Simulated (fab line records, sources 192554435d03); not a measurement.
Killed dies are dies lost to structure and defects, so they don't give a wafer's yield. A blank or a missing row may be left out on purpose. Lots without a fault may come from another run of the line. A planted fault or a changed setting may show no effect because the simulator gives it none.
Chamber matching | flow n5_finfet | N5_STI_FIN_REVEAL_ALD_14 on ald_sin-03: 4 sister chambers
The step deposits Si3N4, target thk 3 nm. 14 wafers are shown with their chamber, then 7 later ones without.

WAFERS WITH THEIR CHAMBER
wafer  | chamber | heater_power_w (W) | heater_power_outer_w (W)
L075.1 | 0       | 940                | 501
L075.4 | 3       | 913                | 555
L075.6 | 1       | 770                | 438
L078.1 | 1       | 772                | 455
L078.2 | 2       | 951                | 599
L078.3 | 3       | 922                | 565
L087.2 | 2       | 933                | 612
L087.4 | 0       | 938                | 513
L087.5 | 0       | 917                | 505
L089.1 | 0       | 947                | 513
L089.2 | 3       | 939                | 570
L089.6 | 0       | 964                | 507
L091.3 | 0       | 945                | 507
L091.4 | 1       | 770                | 473

SIGNATURES (means of the wafers above)
reading              | chamber 0 | chamber 1 | chamber 2 | chamber 3 | scatter within a chamber
heater_power_w       | 941.83    | 770.67    | 942.00    | 924.67    | 12.9
heater_power_outer_w | 507.67    | 455.33    | 605.50    | 563.33    | 9.61
Rule: a wafer's distance from a chamber is the root of the sum, over the readings, of the square of ((its reading less the chamber's mean) divided by the reading's scatter). The wafer belongs to the nearest chamber; if the next one is less than 2 further off, it can't be placed. The scatter: the root of (the sum of the squares of (reading less its chamber's mean) over the shown wafers, divided by (wafers less chambers)).

WAFERS WITHOUT THEIR CHAMBER
wafer  | heater_power_w (W) | heater_power_outer_w (W)
L091.5 | 931                | 503
L092.1 | 931                | 586
L092.2 | 969                | 593
L092.5 | 957                | 513
L097.1 | 950                | 516
L097.2 | 763                | 456
L097.5 | 940                | 608

WHICH CHAMBER EACH WENT THROUGH
wafer  | from the rows above     | in truth
L091.5 | 0                       | 0
L092.1 | can't be placed: 2 or 3 | 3
L092.2 | 2                       | 2
L092.5 | 0                       | 0
L097.1 | 0                       | 0
L097.2 | 1                       | 1
L097.5 | 2                       | 2
Placed correctly: 6 of 7. Can't be placed from these rows: 1 (the true chamber is among the candidates in 1). Placed wrongly: 0.
